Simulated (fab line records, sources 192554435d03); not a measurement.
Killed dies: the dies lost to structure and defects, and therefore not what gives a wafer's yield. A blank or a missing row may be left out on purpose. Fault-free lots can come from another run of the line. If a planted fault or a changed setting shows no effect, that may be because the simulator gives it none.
The tool behind it: which one? | flow n5 finfet | 27 wafers from 10 lots sampled at 6 of the route's 1938 steps

WHAT EACH GAUGE READ, for each wafer
N5_STI_FIN_REVEAL_THK_MEAS_05. Usual: thk nm reads 131.3 nm (standard deviation 1.4).
lot  | measured    | on            | thk nm (nm)       | flag
L866 | day 2 14:16 | film metro-02 | 133.4 132.1 131.8 |
L869 | day 3 09:45 | film metro-02 | 129.8 132.9 129.3 |
L872 | day 4 03:56 | film metro-01 | 129.7 130.4 130.5 |
L874 | day 4 15:10 | film metro-02 | 133.3 131.5 133.2 |
L876 | day 5 05:32 | film metro-02 | 129.7 126.7       |
L878 | day 5 16:49 | film metro-02 | 130.7 126.4       |
L882 | day 6 16:22 | film metro-01 | 130.5 129.0       |
L885 | day 7 09:32 | film metro-02 | 132.3 128.4 130.0 |
L887 | day 7 21:08 | film metro-02 | 133.5 131.9 133.9 |
L888 | day 8 04:07 | film metro-01 | 130.9 132.6 131.2 |

N5_BEOL_M4_RC_MEAS_101. Usual: DIBL_N 37.5 mV/V, standard deviation 1.9; DIBL_P 37.3 mV/V, standard deviation 2.4; IOFF_N 0.18 nA/um, standard deviation 0.038; IOFF_P 0.23 nA/um, standard deviation 0.045; ION_N 677 uA/um, standard deviation 11; ION_P 464 uA/um, standard deviation 8.1; SS_N 72.0 mV/dec, standard deviation 0.68; SS_P 73.5 mV/dec, standard deviation 0.77; VT_N 249 mV, standard deviation 3.3; VT_P -249 mV, standard deviation 3.6.
lot  | measured     | on        | DIBL_N (mV/V)  | DIBL_P (mV/V)  | IOFF_N (nA/um) | IOFF_P (nA/um) | ION_N (uA/um) | ION_P (uA/um) | SS_N (mV/dec)  | SS_P (mV/dec)  | VT_N (mV)   | VT_P (mV)      | flag
L866 | day 7 19:20  | prober-01 | 38.4 36.5 39.9 | 37.3 36.1 39.5 | 0.22 0.17 0.24 | 0.24 0.21 0.27 | 688 667 679   | 468 460 461   | 72.3 71.8 72.8 | 74.0 73.1 74.7 | 242 248 245 | -247 -253 -247 |
L869 | day 8 20:15  | prober-02 | 35.6 39.6 39.7 | 35.8 39.9 39.8 | 0.12 0.19 0.20 | 0.18 0.25 0.24 | 663 674 679   | 458 467 464   | 71.6 72.5 72.7 | 72.7 74.1 74.1 | 257 251 249 | -254 -246 -252 |
L872 | day 9 20:13  | prober-01 | 35.6 38.9 38.5 | 35.0 37.3 36.6 | 0.16 0.21 0.21 | 0.25 0.29 0.26 | 682 692 687   | 478 481 469   | 71.4 71.5 72.3 | 74.2 74.3 74.1 | 247 248 248 | -246 -244 -245 |
L874 | day 10 06:16 | prober-02 | 37.2 37.7 37.5 | 37.5 37.4 37.3 | 0.18 0.19 0.17 | 0.25 0.24 0.23 | 673 674 669   | 469 467 461   | 71.4 72.3 71.2 | 73.7 74.2 74.2 | 250 252 249 | -247 -247 -249 |
L876 | day 10 11:54 | prober-01 | 36.1 38.8      | 34.1 37.5      | 0.14 0.20      | 0.19 0.28      | 677 687       | 456 474       | 71.5 72.0      | 72.6 73.6      | 254 248     | -249 -244      |
L878 | day 11 05:46 | prober-02 | 34.8 38.5      | 34.9 39.7      | 0.13 0.19      | 0.18 0.25      | 673 685       | 458 471       | 70.5 71.4      | 72.1 73.7      | 254 248     | -250 -248      |
L882 | day 12 11:52 | prober-01 | 37.7 38.4      | 40.0 40.1      | 0.19 0.21      | 0.29 0.32      | 687 680       | 478 476       | 71.9 71.7      | 74.0 73.3      | 248 246     | -243 -243      |
L885 | day 13 05:11 | prober-02 | 38.6 39.7 40.7 | 39.3 40.5 41.6 | 0.18 0.23 0.23 | 0.24 0.26 0.27 | 681 683 692   | 464 463 470   | 71.8 72.4 72.7 | 74.7 74.5 74.2 | 247 244 245 | -250 -249 -249 |
L887 | day 13 12:23 | prober-02 | 38.9 36.0 34.5 | 38.9 36.7 36.0 | 0.22 0.15 0.13 | 0.25 0.21 0.20 | 682 675 664   | 458 466 462   | 72.6 71.9 71.6 | 73.9 72.7 73.4 | 248 249 253 | -249 -248 -250 |
L888 | day 13 19:59 | prober-02 | 41.6 37.2 38.0 | 42.9 36.3 37.6 | 0.28 0.17 0.17 | 0.37 0.24 0.23 | 705 670 670   | 480 462 462   | 72.5 71.4 72.1 | 75.0 73.9 73.2 | 243 249 251 | -242 -245 -251 |

WHICH TOOL RAN EACH LOT (tool, then ch and the chambers of the sampled wafers, then the start)
lot  | N5_FIN_CUT_ETCH_20                | N5_STI_FIN_REVEAL_ALD_00         | N5_STI_FIN_REVEAL_CMP_04     | N5_STI_FIN_REVEAL_RECESS_09
L866 | rie diel-05 ch 0,3, day 2 07:58   | ald sin-02 ch 0,2,3, day 2 08:52 | cmp-03 ch 0,1,2, day 2 14:02 | vapor etch-02 ch 0,1, day 2 14:56
L869 | rie diel-02 ch 0,1,2, day 3 03:10 | ald sin-03 ch 0,1,2, day 3 04:22 | cmp-03 ch 0,2, day 3 09:30   | vapor etch-02 ch 0, day 3 10:15
L872 | rie diel-02 ch 2,3, day 3 21:07   | ald sin-03 ch 0,3, day 3 22:23   | cmp-04 ch 1,2, day 4 03:38   | vapor etch-01 ch 0,1, day 4 05:08
L874 | rie diel-05 ch 0,1,3, day 4 08:52 | ald sin-03 ch 2,3, day 4 09:47   | cmp-04 ch 0,3, day 4 14:52   | vapor etch-01 ch 0,1, day 4 16:11
L876 | rie diel-02 ch 0,1, day 4 23:14   | ald sin-02 ch 2,3, day 5 00:09   | cmp-04 ch 2, day 5 05:14     | vapor etch-02 ch 0,1, day 5 06:34
L878 | rie diel-02 ch 2,3, day 5 10:31   | ald sin-01 ch 1,2, day 5 11:25   | cmp-04 ch 0,2, day 5 16:35   | vapor etch-01 ch 0,1, day 5 17:34
L882 | rie diel-02 ch 0,2, day 6 09:59   | ald sin-01 ch 0, day 6 10:59     | cmp-04 ch 0,1, day 6 16:09   | vapor etch-01 ch 1, day 6 17:39
L885 | rie diel-01 ch 1,2,3, day 7 03:15 | ald sin-01 ch 0,2,3, day 7 04:08 | cmp-02 ch 0,1,2, day 7 09:16 | vapor etch-02 ch 0,1, day 7 10:01
L887 | rie diel-05 ch 0,2,3, day 7 14:22 | ald sin-03 ch 0,1,2, day 7 15:34 | cmp-03 ch 0,3, day 7 20:53   | vapor etch-01 ch 0,1, day 7 21:49
L888 | rie diel-02 ch 1,2, day 7 21:49   | ald sin-02 ch 0,1, day 7 22:42   | cmp-03 ch 1,2, day 8 03:52   | vapor etch-01 ch 0,1, day 8 04:39
- N5_FIN_CUT_ETCH_20: etches SiARC in CF4, target depth 26 nm, time 43.3 s.
- N5_STI_FIN_REVEAL_ALD_00: deposits SiO2, target thk 1 nm, pulse time 1 s.
- N5_STI_FIN_REVEAL_CMP_04: polishes, stops on Si3N4, t overpolish 4 s, target thk 131.83 nm.
- N5_STI_FIN_REVEAL_RECESS_09: chemistry HF/NH3, target SiO2, afs cycles 11, target depth 42.5 nm, sublimation time 60 s.

AS READ BY THE TOOLS THEMSELVES (means over the sampled wafers that have a number; for cases with no such wafer, the mark the record gives instead)
N5_FIN_CUT_ETCH_20. Usual: drypump motor current A 5.9 A, standard deviation 0.33; etch rf on time s 43.0 s, standard deviation 1.1; oes product au 0.66 a.u., standard deviation 0.062; rf vpp V 184.1 V, standard deviation 1.2; showerhead plenum p Torr 2.14 Torr, standard deviation 0.062; throttle valve pct 15.67 %, standard deviation 0.25.
lot  | tool        | drypump motor current A (A) | etch rf on time s (s) | oes product au (a.u.) | rf vpp V (V) | showerhead plenum p Torr (Torr) | throttle valve pct (%) | flag
L866 | rie diel-05 | 5.7                         | 44.0                  | 0.66                  | 183.9        | 2.16                            | 15.63                  |
L869 | rie diel-02 | 6.1                         | 43.9                  | 0.63                  | 184.3        | 2.14                            | 15.70                  |
L872 | rie diel-02 | 6.1                         | 42.6                  | 0.60                  | 184.5        | 2.16                            | 16.12                  |
L874 | rie diel-05 | 5.7                         | 43.1                  | 0.66                  | 183.1        | 2.13                            | 15.65                  |
L876 | rie diel-02 | 6.0                         | 43.6                  | 0.64                  | 184.1        | 2.17                            | 15.67                  |
L878 | rie diel-02 | 6.1                         | 43.4                  | 0.58                  | 183.6        | 2.12                            | 16.09                  |
L882 | rie diel-02 | 5.8                         | 43.2                  | 0.61                  | 183.6        | 2.12                            | 15.78                  |
L885 | rie diel-01 | 5.9                         | 43.0                  | 0.70                  | 183.5        | 2.13                            | 15.46                  |
L887 | rie diel-05 | 5.8                         | 43.8                  | 0.67                  | 183.9        | 2.14                            | 15.56                  |
L888 | rie diel-02 | 6.2                         | 43.7                  | 0.59                  | 183.5        | 2.06                            | 15.84                  |

N5_STI_FIN_REVEAL_ALD_00. Usual: heater power w 470 W, standard deviation 52; precursor pulse height rel 0.999, standard deviation 0.02.
lot  | tool       | heater power w (W) | precursor pulse height rel | flag
L866 | ald sin-02 | 450                | 0.992                      |
L869 | ald sin-03 | 442                | 1.001                      |
L872 | ald sin-03 | 454                | 0.995                      |
L874 | ald sin-03 | 445                | 1.014                      |
L876 | ald sin-02 | 446                | 1.026                      |
L878 | ald sin-01 | 447                | 0.969                      |
L882 | ald sin-01 | 499                | 1.009                      |
L885 | ald sin-01 | 465                | 0.987                      |
L887 | ald sin-03 | 439                | 0.999                      |
L888 | ald sin-02 | 492                | 0.996                      |

N5_STI_FIN_REVEAL_CMP_04. Usual: motor current A 7.9 A, standard deviation 0.46; overpolish run s 3.999 s, standard deviation 0.0086; time to endpoint s 104 s, standard deviation 6.
lot  | tool   | motor current A (A) | overpolish run s (s) | time to endpoint s (s) | flag
L866 | cmp-03 | 7.8                 | 4.000                | 105                    |
L869 | cmp-03 | 7.7                 | 3.990                | 101                    |
L872 | cmp-04 | 8.2                 | 4.011                | 99                     |
L874 | cmp-04 | 8.2                 | 4.007                | 107                    |
L876 | cmp-04 | 8.3                 | 4.002                | 76                     | OFF
L878 | cmp-04 | 8.1                 | 4.006                | 80                     | OFF
L882 | cmp-04 | 8.0                 | 3.998                | 80                     | OFF
L885 | cmp-02 | 7.6                 | 3.998                | 98                     |
L887 | cmp-03 | 7.7                 | 3.992                | 113                    |
L888 | cmp-03 | 7.9                 | 3.997                | 110                    |

N5_STI_FIN_REVEAL_RECESS_09. Usual: drypump motor current A 5.85 A, standard deviation 0.21; temp c 30.02 C, standard deviation 0.11.
lot  | tool          | drypump motor current A (A) | temp c (C) | flag
L866 | vapor etch-02 | 5.57                        | 30.00      |
L869 | vapor etch-02 | 5.79                        | 29.96      |
L872 | vapor etch-01 | 6.00                        | 30.05      |
L874 | vapor etch-01 | 6.01                        | 30.07      |
L876 | vapor etch-02 | 5.63                        | 30.00      |
L878 | vapor etch-01 | 5.98                        | 30.10      |
L882 | vapor etch-01 | 5.90                        | 30.01      |
L885 | vapor etch-02 | 5.68                        | 30.19      |
L887 | vapor etch-01 | 6.00                        | 29.92      |
L888 | vapor etch-01 | 6.00                        | 29.85      |

THE ANSWER, worked out from the rows above alone
Rule: a lot is off if the mean of its wafers that have a number lies more than 3 standard deviations from the usual mean. Also off: a lot with no number at a reading for which 4 or more lots have one. The other lots that the step has rows for count as sound. After the gauges, taken in route order, come the tools' own readings; for these a lot's mean is taken, as printed above. At the first step where some lot is off, the reading lying furthest off is the one used; lots without a number count as furthest.
Off at N5_STI_FIN_REVEAL_CMP_04 (time to endpoint s): L876, L878, L882.
A tool fits if, at that step or a process step before it, it ran every lot that is off, and no sound lot after the first of them. One candidate fits, namely cmp-04 at N5_STI_FIN_REVEAL_CMP_04. Its last sound lot is L874 (day 4 14:52), its first lot that is off L876 (day 5 05:14): a fault that began between those two fits.

WHAT THE SIMULATOR HAD INSERTED
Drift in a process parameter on cmp-04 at N5_STI_FIN_REVEAL_CMP_04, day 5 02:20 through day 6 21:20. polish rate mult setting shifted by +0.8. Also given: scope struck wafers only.
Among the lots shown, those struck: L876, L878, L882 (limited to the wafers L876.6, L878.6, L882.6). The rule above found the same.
